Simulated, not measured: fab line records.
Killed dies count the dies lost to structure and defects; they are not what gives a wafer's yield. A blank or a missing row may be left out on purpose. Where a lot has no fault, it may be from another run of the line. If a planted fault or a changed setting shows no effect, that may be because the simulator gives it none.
Chamber matching + flow n5-finfet + rie-diel-03 running N5_BEOL_M7_ETCH_65: 4 sister chambers
The step etches SiARC in CF4, target depth 15.6 nm, time 26 s. 22 wafers are shown with their chamber, then 11 later ones without.

== WAFERS, EACH WITH ITS CHAMBER ==
| wafer  | chamber | drypump-motor-current-A (A) | showerhead-plenum-p-Torr (Torr) | throttle-valve-pct (%) |
|--------|---------|-----------------------------|---------------------------------|------------------------|
| L075.1 | 3       | 4.8                         | 2.08                            | 15.70                  |
| L075.4 | 2       | 5.4                         | 2.25                            | 15.84                  |
| L075.5 | 0       | 5.3                         | 2.03                            | 15.95                  |
| L076.1 | 3       | 4.7                         | 2.08                            | 15.73                  |
| L076.2 | 0       | 5.2                         | 2.03                            | 15.95                  |
| L076.4 | 2       | 5.4                         | 2.25                            | 15.83                  |
| L078.3 | 1       | 5.9                         | 2.18                            | 15.49                  |
| L078.5 | 3       | 4.8                         | 2.08                            | 15.73                  |
| L078.6 | 2       | 5.4                         | 2.25                            | 15.84                  |
| L080.1 | 2       | 5.4                         | 2.24                            | 15.87                  |
| L080.2 | 1       | 5.9                         | 2.17                            | 15.50                  |
| L080.3 | 3       | 4.7                         | 2.08                            | 15.76                  |
| L080.4 | 3       | 4.7                         | 2.08                            | 15.74                  |
| L080.5 | 2       | 5.4                         | 2.24                            | 15.84                  |
| L080.6 | 1       | 5.9                         | 2.17                            | 15.51                  |
| L081.1 | 0       | 5.2                         | 2.28                            | 15.46                  |
| L081.3 | 2       | 5.4                         | 2.24                            | 15.87                  |
| L081.5 | 1       | 5.9                         | 2.17                            | 15.52                  |
| L082.1 | 0       | 5.2                         | 2.28                            | 15.48                  |
| L082.4 | 2       | 5.4                         | 2.24                            | 15.87                  |
| L082.5 | 2       | 5.4                         | 2.24                            | 15.87                  |
| L087.1 | 3       | 4.7                         | 2.08                            | 15.77                  |

SIGNATURES (means of the wafers above)
| reading                  | chamber 0 | chamber 1 | chamber 2 | chamber 3 | scatter within a chamber |
|--------------------------|-----------|-----------|-----------|-----------|--------------------------|
| drypump-motor-current-A  | 5.225     | 5.900     | 5.400     | 4.733     | 0.034                    |
| showerhead-plenum-p-Torr | 2.1550    | 2.1725    | 2.2438    | 2.0800    | 0.059                    |
| throttle-valve-pct       | 15.7100   | 15.5050   | 15.8537   | 15.7383   | 0.115                    |
Rule: for each reading, subtract the chamber's mean from the wafer's reading, divide by that reading's scatter and square the result; add these up over the readings and take the root, which gives the wafer's distance from the chamber. The wafer belongs to the nearest chamber; if the next one is less than 2 further off, it can't be placed. The scatter is the square root of a quotient: the sum, over the shown wafers, of each reading's squared deviation from its chamber's mean, divided by wafers minus chambers.

== WAFERS WITHOUT THEIR CHAMBER ==
| wafer  | drypump-motor-current-A (A) | showerhead-plenum-p-Torr (Torr) | throttle-valve-pct (%) |
|--------|-----------------------------|---------------------------------|------------------------|
| L087.3 | 5.4                         | 2.24                            | 15.87                  |
| L087.5 | 5.4                         | 2.24                            | 15.89                  |
| L086.1 | 5.3                         | 2.28                            | 15.48                  |
| L086.2 | 4.8                         | 2.08                            | 15.78                  |
| L086.3 | 5.4                         | 2.24                            | 15.89                  |
| L089.1 | 5.9                         | 2.17                            | 15.56                  |
| L089.2 | 5.2                         | 2.28                            | 15.49                  |
| L089.5 | 5.2                         | 2.28                            | 15.49                  |
| L088.2 | 5.2                         | 2.28                            | 15.50                  |
| L088.3 | 5.9                         | 2.17                            | 15.55                  |
| L088.5 | 5.2                         | 2.28                            | 15.50                  |

== CHAMBER TAKEN BY EACH ==
| wafer  | from the rows above     | in truth |
|--------|-------------------------|----------|
| L087.3 | 2                       | 2        |
| L087.5 | 2                       | 2        |
| L086.1 | can't be placed: 0 or 2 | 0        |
| L086.2 | 3                       | 3        |
| L086.3 | 2                       | 2        |
| L089.1 | 1                       | 1        |
| L089.2 | 0                       | 0        |
| L089.5 | 0                       | 0        |
| L088.2 | 0                       | 0        |
| L088.3 | 1                       | 1        |
| L088.5 | 0                       | 0        |
Correctly placed: 10 of 11. These rows do not allow placing 1 (true chamber among the candidates in 1). Placed wrongly: 0.
